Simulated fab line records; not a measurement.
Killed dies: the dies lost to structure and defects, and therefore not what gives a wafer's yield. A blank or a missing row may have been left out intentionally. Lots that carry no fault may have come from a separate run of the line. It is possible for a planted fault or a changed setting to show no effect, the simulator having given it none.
The tool behind it: which one? | flow n5_finfet | 24 lots with 72 wafers sampled at 4 steps, on a route of 1938 steps

WHAT THE GAUGES SHOWED, per wafer
N5_BEOL_M3_THK_MEAS_01.
lot  | measured     | on            | M3_ILD_THK (nm)
L074 | day 6 21:13  | film_metro-01 | 78.8 80.9 80.0
L075 | day 7 17:26  | film_metro-01 | 79.9 79.4 81.1
L076 | day 8 00:31  | film_metro-01 | 77.8 79.6 79.4
L077 | day 8 06:05  | film_metro-02 | 77.6 79.7 78.6
L078 | day 8 08:49  | film_metro-01 | 76.9 78.9 78.9
L080 | day 8 18:02  | film_metro-02 | 78.9 79.1 79.3
L079 | day 8 16:53  | film_metro-01 | 78.0 79.1 78.9
L081 | day 9 06:37  | film_metro-01 | 79.6 80.4 79.5
L082 | day 8 23:23  | film_metro-02 | 78.3 80.8 81.1
L083 | day 9 11:32  | film_metro-02 | 78.0 78.8 79.1
L084 | day 10 03:37 | film_metro-01 | 78.2 79.7 79.1
L085 | day 10 09:10 | film_metro-02 | 78.2 79.1 80.4
L086 | day 10 23:11 | film_metro-01 | 80.7 79.6 81.5
L087 | day 10 19:13 | film_metro-02 | 78.7 77.3 82.9
L089 | day 11 01:38 | film_metro-02 | 78.0 80.6 78.4
L088 | day 11 04:29 | film_metro-02 | 79.5 80.1 81.2
L090 | day 10 23:20 | film_metro-02 | 78.1 77.2 79.8
L091 | day 11 13:21 | film_metro-01 | 79.2 79.8 81.0
L092 | day 11 17:08 | film_metro-01 | 79.3 79.3 79.5
L093 | day 11 17:14 | film_metro-02 | 78.6 78.6 79.9
L096 | day 12 16:19 | film_metro-01 | 79.4 80.5 79.9
L094 | day 12 16:34 | film_metro-01 | 79.6 80.9 80.8
L095 | day 12 19:13 | film_metro-01 | 77.4 78.4 79.4
L097 | day 13 00:49 | film_metro-02 | 77.6 77.5 79.8

WHAT TOOL EACH LOT RAN ON (gives the tool, then ch and the chambers of the sampled wafers, and finally the start)
lot  | N5_BEOL_M2_DESCUM_33               | N5_BEOL_M2_PRE_CLEAN_45      | N5_BEOL_M2_SPUTTER_81
L074 | rie_diel-05 ch 1,2, day 6 14:06    | pvd_sputter-01, day 6 16:52  | pvd_sputter-02, day 6 17:50
L075 | rie_diel-05 ch 0,3, day 7 03:56    | pvd_sputter-01, day 7 13:37  | pvd_sputter-03, day 7 14:47
L076 | rie_diel-02 ch 0,1,3, day 7 11:14  | pvd_sputter-02, day 7 19:06  | pvd_sputter-01, day 7 22:00
L077 | rie_diel-05 ch 1,3, day 7 18:14    | pvd_sputter-02, day 8 00:25  | pvd_sputter-02, day 8 03:19
L078 | rie_diel-05 ch 0,2,3, day 7 18:40  | pvd_sputter-03, day 8 05:02  | pvd_sputter-01, day 8 06:18
L080 | rie_diel-05 ch 0,3, day 8 01:57    | pvd_sputter-02, day 8 13:10  | pvd_sputter-03, day 8 15:32
L079 | rie_diel-05 ch 1,2,3, day 8 09:32  | pvd_sputter-02, day 8 13:15  | pvd_sputter-02, day 8 14:23
L081 | rie_diel-02 ch 2,3, day 8 14:10    | pvd_sputter-02, day 9 03:07  | pvd_sputter-02, day 9 04:07
L082 | rie_diel-02 ch 1,2, day 8 14:28    | pvd_sputter-02, day 8 19:46  | pvd_sputter-02, day 8 20:51
L083 | rie_diel-05 ch 0,1, day 9 04:10    | pvd_sputter-01, day 9 07:58  | pvd_sputter-02, day 9 09:01
L084 | rie_diel-02 ch 1,3, day 9 19:32    | pvd_sputter-02, day 10 00:06 | pvd_sputter-03, day 10 01:07
L085 | rie_diel-01 ch 1,2, day 9 21:26    | pvd_sputter-03, day 10 02:48 | pvd_sputter-02, day 10 05:31
L086 | rie_diel-05 ch 0,1,2, day 9 21:48  | pvd_sputter-03, day 10 19:16 | pvd_sputter-03, day 10 20:41
L087 | rie_diel-02 ch 0,1, day 10 00:20   | pvd_sputter-01, day 10 13:35 | pvd_sputter-03, day 10 16:26
L089 | rie_diel-01 ch 2,3, day 10 08:07   | pvd_sputter-02, day 10 19:29 | pvd_sputter-01, day 10 22:47
L088 | rie_diel-05 ch 1,2,3, day 10 08:36 | pvd_sputter-03, day 11 00:37 | pvd_sputter-02, day 11 01:57
L090 | rie_diel-05 ch 1,2,3, day 10 14:41 | pvd_sputter-03, day 10 19:21 | pvd_sputter-02, day 10 20:50
L091 | rie_diel-02 ch 0,1,2, day 11 04:17 | pvd_sputter-02, day 11 09:47 | pvd_sputter-03, day 11 10:51
L092 | rie_diel-01 ch 0,1,3, day 11 10:46 | pvd_sputter-01, day 11 13:27 | pvd_sputter-01, day 11 14:38
L093 | rie_diel-05 ch 1,2, day 11 12:12   | pvd_sputter-03, day 11 13:28 | pvd_sputter-03, day 11 14:44
L096 | rie_diel-02 ch 0,1,2, day 12 04:21 | pvd_sputter-03, day 12 12:34 | pvd_sputter-03, day 12 13:49
L094 | rie_diel-01 ch 0,2,3, day 12 05:59 | pvd_sputter-01, day 12 13:01 | pvd_sputter-01, day 12 14:03
L095 | rie_diel-05 ch 2,3, day 12 06:00   | pvd_sputter-01, day 12 15:29 | pvd_sputter-01, day 12 16:40
L097 | rie_diel-05 ch 1,2, day 12 17:26   | pvd_sputter-02, day 12 21:01 | pvd_sputter-03, day 12 22:03
- N5_BEOL_M2_DESCUM_33: chemistry O2, time 7 s.
- N5_BEOL_M2_PRE_CLEAN_45: time 30 s.
- N5_BEOL_M2_SPUTTER_81: material Cu, target thk 4.5 nm, time 8.29 s.

AS READ BY THE TOOLS THEMSELVES (means over the sampled wafers that have a number; for cases with no such wafer, the mark the record gives instead)
N5_BEOL_M2_DESCUM_33.
lot  | tool        | drypump_motor_current_A (A) | oes_product_au (a.u.) | rf_vpp_V (V) | showerhead_plenum_p_Torr (Torr) | throttle_valve_pct (%)
L074 | rie_diel-05 | 5.1                         | 0.71                  | 244.5        | 2.15                            | 20.77
L075 | rie_diel-05 | 5.9                         | 0.71                  | 243.1        | 2.11                            | 20.37
L076 | rie_diel-02 | 5.7                         | 0.81                  | 242.2        | 2.05                            | 20.55
L077 | rie_diel-05 | 5.3                         | 0.70                  | 243.7        | 2.16                            | 20.54
L078 | rie_diel-05 | 6.0                         | 0.72                  | 242.9        | 2.08                            | 20.41
L080 | rie_diel-05 | 6.2                         | 0.73                  | 243.2        | 2.06                            | 20.44
L079 | rie_diel-05 | 5.4                         | 0.69                  | 243.7        | 2.13                            | 20.58
L081 | rie_diel-02 | 5.8                         | 0.84                  | 242.6        | 2.10                            | 20.49
L082 | rie_diel-02 | 5.8                         | 0.78                  | 244.2        | 2.08                            | 20.45
L083 | rie_diel-05 | 5.8                         | 0.72                  | 242.2        | 2.06                            | 20.67
L084 | rie_diel-02 | 5.8                         | 0.79                  | 242.5        | 2.02                            | 20.40
L085 | rie_diel-01 | 6.2                         | 0.86                  | 243.8        | 2.17                            | 20.34
L086 | rie_diel-05 | 5.6                         | 0.70                  | 242.6        | 2.08                            | 20.64
L087 | rie_diel-02 | 5.7                         | 0.74                  | 243.1        | 2.03                            | 20.52
L089 | rie_diel-01 | 5.7                         | 0.73                  | 243.8        | 2.15                            | 20.90
L088 | rie_diel-05 | 5.4                         | 0.68                  | 243.4        | 2.13                            | 20.60
L090 | rie_diel-05 | 5.4                         | 0.68                  | 243.4        | 2.13                            | 20.61
L091 | rie_diel-02 | 5.6                         | 0.75                  | 242.6        | 2.06                            | 20.59
L092 | rie_diel-01 | 6.2                         | 0.85                  | 244.1        | 2.16                            | 20.37
L093 | rie_diel-05 | 5.1                         | 0.68                  | 244.9        | 2.13                            | 20.83
L096 | rie_diel-02 | 5.6                         | 0.74                  | 242.5        | 2.06                            | 20.60
L094 | rie_diel-01 | 5.9                         | 0.79                  | 244.9        | 2.16                            | 20.75
L095 | rie_diel-05 | 5.7                         | 0.87                  | 243.6        | 2.11                            | 20.14
L097 | rie_diel-05 | 5.5                         | 0.68                  | 242.4        | 2.09                            | 20.66

N5_BEOL_M2_PRE_CLEAN_45.
lot  | tool           | heater_power_w (W)
L074 | pvd_sputter-01 | 334
L075 | pvd_sputter-01 | 333
L076 | pvd_sputter-02 | 344
L077 | pvd_sputter-02 | 329
L078 | pvd_sputter-03 | 334
L080 | pvd_sputter-02 | 325
L079 | pvd_sputter-02 | 337
L081 | pvd_sputter-02 | 339
L082 | pvd_sputter-02 | 326
L083 | pvd_sputter-01 | 357
L084 | pvd_sputter-02 | 319
L085 | pvd_sputter-03 | 325
L086 | pvd_sputter-03 | 325
L087 | pvd_sputter-01 | 355
L089 | pvd_sputter-02 | 333
L088 | pvd_sputter-03 | 345
L090 | pvd_sputter-03 | 336
L091 | pvd_sputter-02 | 331
L092 | pvd_sputter-01 | 343
L093 | pvd_sputter-03 | 328
L096 | pvd_sputter-03 | 348
L094 | pvd_sputter-01 | 344
L095 | pvd_sputter-01 | 348
L097 | pvd_sputter-02 | 316

N5_BEOL_M2_SPUTTER_81.
lot  | tool           | throttle_valve_pct (%)
L074 | pvd_sputter-02 | 30.4
L075 | pvd_sputter-03 | 29.9
L076 | pvd_sputter-01 | 29.5
L077 | pvd_sputter-02 | 30.3
L078 | pvd_sputter-01 | 29.5
L080 | pvd_sputter-03 | 28.7
L079 | pvd_sputter-02 | 30.1
L081 | pvd_sputter-02 | 30.1
L082 | pvd_sputter-02 | 29.8
L083 | pvd_sputter-02 | 29.6
L084 | pvd_sputter-03 | 29.5
L085 | pvd_sputter-02 | 30.0
L086 | pvd_sputter-03 | 29.4
L087 | pvd_sputter-03 | 28.9
L089 | pvd_sputter-01 | 29.5
L088 | pvd_sputter-02 | 30.1
L090 | pvd_sputter-02 | 30.1
L091 | pvd_sputter-03 | 29.3
L092 | pvd_sputter-01 | 29.0
L093 | pvd_sputter-03 | 29.5
L096 | pvd_sputter-03 | 29.3
L094 | pvd_sputter-01 | 29.5
L095 | pvd_sputter-01 | 28.5
L097 | pvd_sputter-03 | 30.8

THE ANSWER, worked out from the rows above alone
Rule: what is usual is taken from the lots themselves. Put in order of their means at a reading, lots are off if they are a third of the lots or fewer, leave a main group of 4 or more, and stand apart from it by a gap of 3 or more times the standard deviation of the main group's means; of several such gaps the widest counts. If all means in a main group match to the digits the tables above print for the reading, that group is not used. A lot without any number at a reading at which 4 lots or more have one is off too. Where the step has rows for the other lots, those lots are counted as sound. Order of review: gauges by route order, followed by the tools' own readings, for which a lot's mean as printed above is used. The first step at which some lot is off is used, and at that step the reading that is off furthest; a lot without a number counts as furthest.
None of the lots is off at any reading shown; this tells nothing.

WHAT THE SIMULATOR HAD PUT IN
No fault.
